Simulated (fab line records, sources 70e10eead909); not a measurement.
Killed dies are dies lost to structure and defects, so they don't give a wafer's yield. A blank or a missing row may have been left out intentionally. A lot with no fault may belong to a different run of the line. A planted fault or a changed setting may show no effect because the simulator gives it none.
fab line records | flow nand_harc
record lots=7 | wafers=21 | last_day=34
route steps=1302 shown A_CHANNEL_FILL_D2@615 END@1302
lots that met no fault: from a run of the same line without faults
start_h: the number of hours between the record's first day and the start of the first shown wafer of the lot | wait_h: how many hours have passed since the lot's step before this one | " the same as in the row above | L1.1+2: one row covering several wafers at once | - no value, or no start was given | * or withheld: withheld | < > ~ a bound
route shown NAME@n: a module of which the file shows steps, and the number in the route of the first | usual: mean and standard deviation over wafers with no fault | same: alike in all rows | chamber/n: place in a boat | sites: per-site readings | _std_site: how widely they spread, as a standard deviation | _edge_site: outer sites' mean less inner sites' | radius_mm: for every site, how far away it sits from the centre of the wafer | mask NAME#n: copy n | behind: the tool/chamber that last shaped the wafer | hold: reason for holding the lot/hours on hold/outcome of the hold | device: which transistor (n, p or np) failed to switch | end of line: the same wafers' tests at the end of the route | a step with no rows: only its recipe | killed: dies that structure and defects cost at the first sort, which is not the same as the wafer's yield | map: dies across one wafer; x = killed, . = not, _ = none there
set.NAME: the setting that was run; set.NAME@STEP: the one run at that earlier step | model.NAME: the simulator's own value behind a step, which no gauge read
certain route steps with their lots: each step a table, each wafer a row
services: a tool's chamber out of use, with start hour (start_h, from the record's first day; less than 0 if before it), hours out, and reason
## steps
# step NHARC_A_CHANNEL_FILL_D2_ALD_15
# recipe target_thk_a=20 | pulse_time_s=60 | ald_cycles=19 | temp_c=630 | pressure_torr=2 | material=SiNx
# step NHARC_A_CHANNEL_FILL_D2_ALD_16
# recipe target_thk_a=15 | pulse_time_s=10 | ald_cycles=15 | temp_c=300 | material=SiO2
# usual ald_cycles=15/0 | heater_power_w=488/51 | precursor_pulse_height_rel=1.001/0.021
lot.wafer | tool      | chamber | start_h | wait_h | ald_cycles | heater_power_w | precursor_pulse_height_rel | since_wet_clean_h
L593.3    | ald_hk-01 | 0       | 370.80  | 0.1    | 15         | 399            | 1.010                      | 64
L593.5    | "         | 3       | "       | "      | 15         | 507            | 1.006                      | -
L593.6    | "         | 0       | "       | "      | 15         | 401            | 0.991                      | -
L595.1    | ald_hk-03 | 0       | 382.36  | 0.0    | 15         | 459            | 1.020                      | 160
L595.4    | "         | 1       | "       | "      | 15         | 596            | 1.002                      | 160
L595.3    | "         | 3       | "       | "      | 15         | 529            | 0.986                      | 160
L596.1    | ald_hk-03 | 2       | 416.26  | 0.0    | 15         | 457            | 0.995                      | 16
L596.3    | "         | 0       | "       | "      | 15         | 464            | 0.999                      | 16
L596.6    | "         | 3       | "       | "      | 15         | 518            | 0.998                      | -
L604.2    | ald_hk-01 | 0       | 484.48  | 1.1    | 15         | 405            | 1.042                      | 0
L604.6    | "         | 1       | "       | "      | 15         | 495            | 1.006                      | -
L604.5    | "         | 2       | "       | "      | 15         | 506            | 0.984                      | -
L606.2    | ald_hk-03 | 0       | 498.41  | 0.3    | 15         | 464            | 1.004                      | 98
L606.4    | "         | 1       | "       | "      | 15         | 620            | 0.986                      | 98
L606.6    | "         | 2       | "       | "      | 15         | 466            | 1.003                      | -
L607.1    | ald_hk-03 | 3       | 519.31  | 0.0    | 15         | 522            | 0.984                      | 119
L607.2    | "         | 2       | "       | "      | 15         | 457            | 1.026                      | 119
L607.6    | "         | 3       | "       | "      | 15         | 513            | 0.970                      | -
L610.3    | ald_hk-04 | 2       | 539.45  | 0.1    | 15         | 459            | 1.002                      | 97
L610.2    | "         | 3       | "       | "      | 15         | 523            | 0.992                      | 97
L610.6    | "         | 3       | "       | "      | 15         | 511            | 0.994                      | -
# step NHARC_A_CHANNEL_FILL_D2_ANNEAL_17
# recipe temp_c=850 | time_s=1800
# step NHARC_A_CHANNEL_FILL_D2_CVD_18
# recipe target_thk_a=30 | temp_c=550 | material=poly-Si
# step NHARC_A_CHANNEL_FILL_D2_ETCHBACK_19
# recipe target_depth_a=50 | time_s=1.7 | hbr_flow_sccm=150 | cl2_flow_sccm=50 | rf_w=400 | icp_w=400 | bias_w=100 | chemistry=HBr/Cl2
# usual drypump_motor_current_A=5.7/0.45 | oes_product_au=1.000/0.0071 | throttle_valve_pct=26.406/0.0091
lot.wafer | tool      | chamber | start_h | wait_h | drypump_motor_current_A | oes_product_au | rf_hours_counter_h | throttle_valve_pct
L593.3    | rie_si-02 | 0       | 382.95  | 0.4    | 6.6                     | 1.002          | 0.66               | 26.407
L593.5    | "         | 3       | "       | "      | 6.1                     | 0.993          | -                  | 26.405
L593.6    | "         | 0       | "       | "      | 6.6                     | 1.013          | -                  | 26.405
L595.3    | rie_si-02 | 0       | 396.07  | 0.4    | 6.6                     | 1.014          | 0.82               | 26.400
L595.4    | "         | 1       | "       | "      | 5.5                     | 1.003          | 0.51               | 26.402
L595.1    | "         | 2       | "       | "      | 5.4                     | 1.008          | 0.69               | 26.413
L596.1    | rie_si-01 | 0       | 426.23  | 0.4    | 5.2                     | 0.997          | 0.34               | 26.397
L596.3    | "         | 2       | "       | "      | 6.0                     | 1.005          | 0.29               | 26.402
L596.6    | "         | 0       | "       | "      | 5.2                     | 1.000          | -                  | 26.410
L604.2    | rie_si-02 | 2       | 496.94  | 0.4    | 5.5                     | 0.988          | 0.18               | 26.416
L604.5    | "         | 1       | "       | "      | 5.6                     | 0.999          | -                  | 26.411
L604.6    | "         | 2       | "       | "      | 5.5                     | 0.998          | -                  | 26.421
L606.2    | rie_si-01 | 3       | 510.15  | 0.4    | 5.6                     | 1.000          | 0.65               | 26.403
L606.4    | "         | 0       | "       | "      | 5.2                     | 0.994          | 0.81               | 26.397
L606.6    | "         | 3       | "       | "      | 5.6                     | 1.006          | -                  | 26.410
L607.1    | rie_si-01 | 2       | 531.41  | 0.4    | 5.9                     | 1.006          | 0.92               | 26.417
L607.2    | "         | 3       | "       | "      | 5.6                     | 0.997          | 0.81               | 26.412
L607.6    | "         | 2       | "       | "      | 6.0                     | 1.001          | -                  | 26.402
L610.2    | rie_si-02 | 1       | 551.22  | 0.4    | 5.5                     | 1.000          | 0.53               | 26.415
L610.3    | "         | 0       | "       | "      | 6.6                     | 0.996          | 0.42               | 26.403
L610.6    | "         | 2       | "       | "      | 5.4                     | 0.992          | -                  | 26.400
# step NHARC_A_CHANNEL_FILL_D2_ETCHBACK_20
# recipe target_depth_a=270 | time_s=13.5 | c4f8_flow_sccm=withheld | o2_flow_sccm=8 | ar_flow_sccm=withheld | rf_w=600 | bias_w=1500 | chemistry=C4F8/O2/Ar
# usual oes_product_au=0.992/0.017 | rf_vpp_V=981/5.1
lot.wafer | tool        | chamber | start_h | wait_h | oes_product_au | rf_hours_counter_h | rf_vpp_V
L593.3    | rie_diel-05 | 2       | 383.09  | -      | 1.004          | 23                 | 971
L593.6    | "           | 0       | "       | "      | 0.987          | -                  | 978
L593.5    | "           | 2       | "       | "      | 1.011          | -                  | 971
L595.3    | rie_diel-11 | 2       | 396.20  | -      | 1.015          | 3                  | 986
L595.4    | "           | 3       | "       | "      | 0.988          | 3                  | 989
L595.1    | "           | 1       | "       | "      | 0.995          | 3                  | 980
L596.3    | rie_diel-05 | 2       | 426.39  | -      | 0.997          | 3                  | 972
L596.1    | "           | 3       | "       | "      | 1.001          | 3                  | 990
L596.6    | "           | 2       | "       | "      | 0.998          | -                  | 970
L604.2    | rie_diel-02 | 1       | 497.08  | -      | 0.995          | 2                  | 980
L604.5    | "           | 2       | "       | "      | 0.992          | -                  | 984
L604.6    | "           | 3       | "       | "      | 0.998          | -                  | 980
L606.2    | rie_diel-11 | 2       | 510.28  | -      | 0.997          | 3                  | 986
L606.4    | "           | 0       | "       | "      | 1.003          | 2                  | 974
L606.6    | "           | 2       | "       | "      | 0.987          | -                  | 986
L607.1    | rie_diel-11 | 3       | 531.54  | -      | 0.990          | 3                  | 988
L607.2    | "           | 0       | "       | "      | 0.999          | 3                  | 975
L607.6    | "           | 3       | "       | "      | 0.991          | -                  | 989
L610.2    | rie_diel-11 | 0       | 551.35  | -      | 0.993          | 3                  | 976
L610.3    | "           | 1       | "       | "      | 1.003          | 3                  | 981
L610.6    | "           | 1       | "       | "      | 1.005          | -                  | 981
# step NHARC_A_CHANNEL_FILL_D2_STRIP_28
# recipe time_s=20 | o2_flow_sccm=500 | ar_flow_sccm=0 | bias_w=0 | chemistry=O2
# usual drypump_motor_current_A=5.7/0.47 | oes_product_au=1.000/0.0069 | rf_vpp_V=58.0/0.91 | showerhead_plenum_p_Torr=3.59/0.12 | throttle_valve_pct=17.037/0.01
lot.wafer | tool        | chamber | start_h | wait_h | drypump_motor_current_A | oes_product_au | rf_hours_counter_h | rf_vpp_V | showerhead_plenum_p_Torr | throttle_valve_pct
L593.3    | rie_diel-05 | 2       | 383.18  | 0.1    | 5.8                     | 1.002          | 23                 | 58.2     | 3.36                     | 17.042
L593.6    | "           | 0       | "       | "      | 6.0                     | 0.999          | -                  | 56.0     | 3.51                     | 17.054
L593.5    | "           | 1       | "       | "      | 5.1                     | 0.998          | -                  | 59.5     | 3.74                     | 17.038
L595.1    | rie_diel-11 | 2       | 396.32  | 0.1    | 5.4                     | 1.011          | 3                  | 57.9     | 3.72                     | 17.043
L595.3    | "           | 3       | "       | "      | 5.7                     | 0.994          | 3                  | 58.6     | 3.78                     | 17.048
L595.4    | "           | 0       | "       | "      | 5.7                     | 1.001          | 3                  | 57.6     | 3.46                     | 17.026
L596.1    | rie_diel-05 | 3       | 426.48  | 0.1    | 5.2                     | 0.998          | 4                  | 59.5     | 3.81                     | 17.038
L596.3    | "           | 2       | "       | "      | 5.8                     | 0.989          | 3                  | 57.6     | 3.36                     | 17.034
L596.6    | "           | 3       | "       | "      | 5.2                     | 1.000          | -                  | 57.0     | 3.81                     | 17.057
L604.2    | rie_diel-02 | 2       | 497.15  | 0.1    | 5.4                     | 1.000          | 1                  | 57.6     | 3.70                     | 17.044
L604.6    | "           | 1       | "       | "      | 4.9                     | 1.006          | -                  | 59.2     | 3.54                     | 17.045
L604.5    | "           | 2       | "       | "      | 5.4                     | 1.003          | -                  | 58.0     | 3.70                     | 17.036
L606.2    | rie_diel-11 | 1       | 510.37  | 0.1    | 6.2                     | 1.005          | 3                  | 56.5     | 3.59                     | 17.043
L606.4    | "           | 2       | "       | "      | 5.4                     | 1.001          | 3                  | 58.9     | 3.72                     | 17.016
L606.6    | "           | 1       | "       | "      | 6.2                     | 1.000          | -                  | 58.6     | 3.59                     | 17.052
L607.2    | rie_diel-11 | 2       | 531.64  | 0.1    | 5.4                     | 1.004          | 3                  | 57.7     | 3.72                     | 17.023
L607.1    | "           | 3       | "       | "      | 5.7                     | 0.994          | 3                  | 58.8     | 3.78                     | 17.031
L607.6    | "           | 0       | "       | "      | 5.7                     | 1.000          | -                  | 55.7     | 3.46                     | 17.041
L610.2    | rie_diel-11 | 1       | 551.44  | 0.1    | 6.2                     | 1.009          | 3                  | 58.1     | 3.59                     | 17.047
L610.3    | "           | 3       | "       | "      | 5.7                     | 1.006          | 3                  | 57.8     | 3.78                     | 17.051
L610.6    | "           | 1       | "       | "      | 6.2                     | 1.016          | -                  | 57.9     | 3.59                     | 17.061
# step NHARC_A_CHANNEL_FILL_D2_PRECLEAN_21
# recipe time_s=30 | chemistry=dHF
# step NHARC_A_CHANNEL_FILL_D2_SRD_23
# step NHARC_A_CHANNEL_FILL_D2_CVD_05
# recipe target_thk_a=50 | temp_c=550 | material=poly-Si
# step NHARC_A_CHANNEL_FILL_D2_ANNEAL_22
# recipe temp_c=620 | time_s=7200
# step NHARC_A_CHANNEL_FILL_D2_ALD_25
# recipe target_thk_a=600 | pulse_time_s=10 | ald_cycles=600 | temp_c=300 | material=SiOx
# usual ald_cycles=600/0 | heater_power_w=483/46 | precursor_pulse_height_rel=1.000/0.02
lot.wafer | tool      | chamber | start_h | wait_h | ald_cycles | heater_power_w | precursor_pulse_height_rel | since_wet_clean_h
L593.3    | ald_hk-01 | 1       | 395.49  | 0.1    | 600        | 493            | 0.979                      | 90
L593.6    | "         | 1       | 397.89  | 2.5    | 600        | 487            | 0.991                      | -
L593.5    | "         | 2       | "       | "      | 600        | 476            | 0.974                      | -
L595.1    | ald_hk-01 | 1       | 410.75  | 0.1    | 600        | 494            | 1.016                      | 106
L595.4    | "         | 3       | 411.99  | 1.3    | 600        | 509            | 0.998                      | 107
L595.3    | "         | 0       | "       | "      | 600        | 386            | 1.009                      | 107
L596.1    | ald_hk-03 | 1       | 441.79  | 3.3    | 600        | 572            | 1.007                      | 43
L596.3    | "         | 3       | 443.01  | 4.6    | 600        | 521            | 1.012                      | 44
L596.6    | "         | 1       | 444.23  | 5.8    | 600        | 584            | 1.032                      | -
L604.2    | ald_hk-01 | 1       | 512.33  | 3.8    | 917        | 478            | 0.990                      | 29
L604.6    | "         | 2       | 513.59  | 5.1    | 917        | 513            | 1.008                      | -
L604.5    | "         | 3       | 514.84  | 6.3    | 917        | 500            | 0.996                      | -
L606.4    | ald_hk-01 | 0       | 522.20  | 0.6    | 917        | 400            | 0.987                      | 39
L606.2    | "         | 2       | 524.69  | 3.1    | 917        | 505            | 0.981                      | 42
L606.6    | "         | 0       | 527.17  | 5.6    | 917        | 404            | 0.984                      | -
L607.2    | ald_hk-01 | 2       | 542.92  | 0.1    | 917        | 498            | 0.997                      | 60
L607.1    | "         | 1       | 544.76  | 1.9    | 917        | 463            | 1.005                      | 62
L607.6    | "         | 2       | "       | "      | 917        | 501            | 1.009                      | -
L610.2    | ald_hk-03 | 3       | 563.23  | 0.1    | 600        | 508            | 1.032                      | 164
L610.3    | "         | 1       | 564.47  | 1.3    | 600        | 579            | 0.974                      | 166
L610.6    | "         | 3       | 565.71  | 2.5    | 600        | 513            | 1.020                      | -
# step NHARC_A_CHANNEL_FILL_D2_ETCHBACK_08
# recipe target_depth_a=2200 | time_s=110 | c4f8_flow_sccm=20 | ar_flow_sccm=withheld | rf_w=600 | bias_w=300 | chemistry=C4F8
# usual oes_product_au=0.97/0.035 | rf_vpp_V=442.3/2.2
lot.wafer | tool        | chamber | start_h | wait_h | oes_product_au | rf_hours_counter_h | rf_vpp_V
L593.3    | rie_diel-11 | 0       | -       | -      | 1.02           | 3                  | 439.2
L593.6    | "           | 3       | "       | "      | 1.01           | -                  | 445.0
L593.5    | "           | 0       | "       | "      | 1.00           | -                  | 438.4
L595.4    | rie_diel-02 | 3       | -       | -      | 1.01           | 0                  | 441.4
L595.3    | "           | 1       | "       | "      | 1.00           | 0                  | 440.0
L595.1    | "           | 2       | "       | "      | 0.99           | 0                  | 444.1
L596.3    | rie_diel-02 | 3       | -       | -      | 1.00           | 1                  | 442.5
L596.1    | "           | 2       | "       | "      | 1.00           | 1                  | 443.6
L596.6    | "           | 3       | "       | "      | 1.00           | -                  | 441.1
L604.2    | rie_diel-11 | 3       | -       | -      | 0.92           | 2                  | 446.1
L604.6    | "           | 2       | "       | "      | 0.93           | -                  | 443.7
L604.5    | "           | 3       | "       | "      | 0.93           | -                  | 445.4
L606.4    | rie_diel-02 | 2       | -       | -      | 0.91           | 3                  | 444.2
L606.2    | "           | 3       | "       | "      | 0.92           | 4                  | 441.4
L606.6    | "           | 2       | "       | "      | 0.92           | -                  | 444.5
L607.2    | rie_diel-02 | 2       | -       | -      | 1.00           | 3                  | 444.0
L607.1    | "           | 3       | "       | "      | 1.00           | 4                  | 442.8
L607.6    | "           | 2       | "       | "      | 1.00           | -                  | 445.8
L610.2    | rie_diel-05 | 2       | -       | -      | 1.01           | 23                 | 439.5
L610.3    | "           | 3       | "       | "      | 1.01           | 27                 | 445.9
L610.6    | "           | 2       | "       | "      | 1.01           | -                  | 438.2
# step NHARC_END_SORT_01
# recipe temp_c=25
# usual killed_at_array=52/17 | killed_at_other=0.8/1.1 | killed_at_periphery=3.2/2.2 | killed_dies=57/17 | killed_open=3.4/1.8 | killed_short=2.4/1.6
# same gross_dies=677
lot.wafer | tool      | chamber | start_h | wait_h | killed_at_array | killed_at_other | killed_at_periphery | killed_dies | killed_open | killed_short
L596.1    | prober-01 | 0       | 655.72  | 2.5    | 69              | 1               | 0                   | 70          | 5           | 1
L596.3    | prober-01 | 0       | 657.31  | 3.1    | 64              | 0               | 3                   | 67          | 1           | 2
L596.6    | prober-01 | 0       | 659.70  | 4.0    | 66              | 1               | 4                   | 71          | 4           | 4
L607.1    | prober-02 | 0       | 765.25  | 2.5    | 34              | 0               | 0                   | 34          | 1           | 0
L607.2    | prober-02 | 0       | 766.04  | 2.8    | 50              | 0               | 1                   | 51          | 2           | 4
L607.6    | prober-02 | 0       | 769.18  | 3.9    | 40              | 0               | 3                   | 43          | 3           | 5
L606.2    | prober-01 | 0       | 766.00  | 2.8    | 34              | 0               | 5                   | 39          | 6           | 2
L606.4    | prober-01 | 0       | 767.59  | 3.4    | 33              | 1               | 6                   | 40          | 5           | 2
L606.6    | prober-01 | 0       | 769.19  | 4.0    | 36              | 1               | 1                   | 38          | 8           | 1
# killed by level:class
L596.1 A_SLIT:chamber_film_flake=33 A_CHANNEL_HOLE_D1:chamber_film_flake=22 A_M0:geometric_particle:open=3 A_ZERO_WELL:chamber_film_flake=3 A_CHANNEL_FILL_D1:geometric_particle:open=2 A_STAIRCASE:chamber_film_flake=2 A_CONTACT:chamber_film_flake=2 A_CHANNEL_HOLE_D1:geometric_particle:short=1
L596.3 A_CHANNEL_HOLE_D1:chamber_film_flake=35 A_SLIT:chamber_film_flake=19 A_STAIRCASE:chamber_film_flake=3 A_ZERO_WELL:chamber_film_flake=2 A_CHANNEL_HOLE_D2:chamber_film_flake=2 P_CONTACT:geometric_particle:short=1 P_CONTACT:geometric_particle:open=1 A_CHANNEL_FILL_D2:geometric_particle:short=1
L596.6 A_SLIT:chamber_film_flake=25 A_CHANNEL_HOLE_D1:chamber_film_flake=24 A_CONTACT:chamber_film_flake=6 A_DECK1_JOINT:chamber_film_flake=4 A_CHANNEL_FILL_D1:geometric_particle:open=2 A_CHANNEL_FILL_D2:geometric_particle:short=2 P_GATE:geometric_particle:open=1 P_M0:geometric_particle:short=1
L607.1 A_SLIT:chamber_film_flake=23 A_CHANNEL_HOLE_D1:chamber_film_flake=7 A_CONTACT:chamber_film_flake=3 A_WL_FILL:geometric_particle:open=1
L606.2 A_SLIT:chamber_film_flake=10 A_CHANNEL_HOLE_D1:chamber_film_flake=8 A_CONTACT:chamber_film_flake=6 A_STAIRCASE:chamber_film_flake=3 P_CONTACT:geometric_particle:open=2 P_M2:geometric_particle:open=1 A_CHANNEL_FILL_D1:geometric_particle:open=1 A_ONON_D2:geometric_particle:short=1
L607.2 A_SLIT:chamber_film_flake=30 A_CHANNEL_HOLE_D1:chamber_film_flake=11 A_CONTACT:chamber_film_flake=2 P_GATE:geometric_particle:short=1 A_CHANNEL_FILL_D2:geometric_particle:open=1 A_SGD_CUT:geometric_particle:short=1 A_WL_FILL:geometric_particle:short=1 A_CONTACT:geometric_particle:open=1
L606.4 A_CHANNEL_HOLE_D1:chamber_film_flake=9 A_SLIT:chamber_film_flake=8 A_STAIRCASE:chamber_film_flake=7 A_CONTACT:chamber_film_flake=4 P_CONTACT:geometric_particle:open=2 P_ZERO_WELL:chamber_film_flake=2 P_STI:chamber_film_flake=2 A_SOURCE_PLATE:geometric_particle:open=1
L607.6 A_SLIT:chamber_film_flake=24 A_CHANNEL_HOLE_D1:chamber_film_flake=6 A_ONON_D1:geometric_particle:short=2 A_CONTACT:chamber_film_flake=2 P_GATE:geometric_particle:open=1 P_GATE:geometric_particle:short=1 P_CONTACT:geometric_particle:open=1 A_CHANNEL_FILL_D1:geometric_particle:short=1
L606.6 A_CHANNEL_HOLE_D1:chamber_film_flake=11 A_CHANNEL_FILL_D2:geometric_particle:open=5 A_CONTACT:chamber_film_flake=5 A_STAIRCASE:chamber_film_flake=4 A_SLIT:chamber_film_flake=4 A_M0:chamber_film_flake=2 A_ONON_D1:geometric_particle:short=1 A_CONTACT:geometric_particle:open=1
## services
tool        | chamber | start_h | hours | kind
ald_hk-01   | -       | 347.97  | 10.7  | repair
rie_diel-05 | 2       | 355.78  | 3.5   | repair
rie_diel-11 | 3       | 363.26  | 5.5   | repair
rie_diel-05 | 3       | 374.50  | 15.3  | repair
ald_hk-03   | -       | 390.00  | 10.0  | pm
rie_diel-02 | -       | 393.80  | 9.0   | pm
rie_diel-05 | 1       | 395.18  | 8.8   | repair
rie_diel-05 | -       | 406.60  | 9.0   | pm
rie_diel-11 | -       | 432.50  | 9.0   | pm
rie_diel-05 | -       | 449.26  | 0.3   | repair
ald_hk-03   | -       | 451.16  | 1.5   | repair
rie_diel-05 | 1       | 453.08  | 7.8   | repair
rie_diel-02 | 2       | 459.28  | 7.3   | repair
rie_diel-11 | 3       | 460.67  | 8.9   | repair
rie_diel-02 | 3       | 464.69  | 1.6   | repair
rie_diel-02 | 2       | 473.24  | 2.3   | repair
ald_hk-01   | -       | 474.40  | 10.0  | pm
rie_diel-05 | 0       | 474.43  | 13.5  | repair
rie_diel-05 | 2       | 479.30  | 6.4   | repair
rie_diel-05 | -       | 494.31  | 0.5   | repair
rie_diel-02 | 1       | 510.39  | 3.3   | repair
rie_diel-05 | 0       | 511.09  | 9.4   | repair
rie_diel-02 | -       | 556.03  | 0.5   | repair
ald_hk-03   | -       | 568.00  | 10.0  | pm
## key
first_sign step=NHARC_A_CHANNEL_FILL_D2_ALD_25 | reading=ald_cycles | direction=up | sigmas=99+ | usual=600 | struck=917
effect none on later readings
met_at NHARC_A_CHANNEL_FILL_D2_ALD_25
struck_wafers L604.2,L604.5,L604.6,L606.2,L606.4,L606.6,L607.1,L607.2,L607.6
tester_left_out L604,L606,L607
fault kind=process_parameter_drift | tool=ald_hk-01 | chamber=- | onset_h=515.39 | steps=NHARC_A_CHANNEL_FILL_D2_ALD_25 | channel=ald_cycles | offset=317 | shape=step | end_h=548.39 | acts_in=these_recipes_only | stated=600
# tester_left_out: of these lots the tester's yield and bins aren't shown, on N5 and GAA mostly nor the transistor test; their killed dies are dies lost to structure and defects alone, not to doping, threshold or leakage, so they don't give the yield
